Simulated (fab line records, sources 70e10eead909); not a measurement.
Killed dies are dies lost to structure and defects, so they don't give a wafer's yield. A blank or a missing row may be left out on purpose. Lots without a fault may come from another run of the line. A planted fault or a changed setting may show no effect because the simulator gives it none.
Which tool did it? | flow nand_harc | 12 lots, 36 wafers sampled, at 1 step of a route of 1302

WHAT THE GAUGES READ, wafer by wafer
NHARC_P_M0_CD_MEAS_16.
lot  | measured     | on        | cd_nm (nm)
L075 | day 6 07:38  | cd_sem-02 | 89.8 89.0 90.9
L077 | day 7 13:44  | cd_sem-01 | 89.8 90.5 90.4
L079 | day 8 05:29  | cd_sem-02 | 90.2 89.8 90.4
L081 | day 9 01:28  | cd_sem-01 | 89.7 89.8 91.3
L083 | day 9 22:18  | cd_sem-03 | 90.2 88.0 89.1
L085 | day 10 12:48 | cd_sem-02 | 89.2 89.0 89.1
L087 | day 11 16:11 | cd_sem-03 | 89.5 88.7 89.2
L089 | day 12 07:26 | cd_sem-03 | 90.2 89.6 90.3
L090 | day 13 05:37 | cd_sem-02 | 90.2 90.8 90.6
L092 | day 13 21:23 | cd_sem-03 | 90.0 88.5 89.2
L095 | day 15 01:40 | cd_sem-01 | 91.3 91.7 89.4
L097 | day 15 22:41 | cd_sem-03 | 90.6 91.1 89.7

WHICH TOOL RAN EACH LOT (tool, then ch and the chambers of the sampled wafers, then the start)
The record holds no process step before these readings.

THE ANSWER, worked out from the rows above alone
Rule: what is usual is taken from the lots themselves. Put in order of their means at a reading, lots are off if they are a third of the lots or fewer, leave a main group of 4 or more, and stand apart from it by a gap of 3 or more times the standard deviation of the main group's means; of several such gaps the widest counts. A main group whose means are all the same, to the digits that the tables above print for the reading, isn't used. A lot without any number at a reading at which 4 lots or more have one is off too. The other lots that the step has rows for count as sound.
No lot is off at any reading shown: from this, nothing can be told.

WHAT THE SIMULATOR HAD PUT IN
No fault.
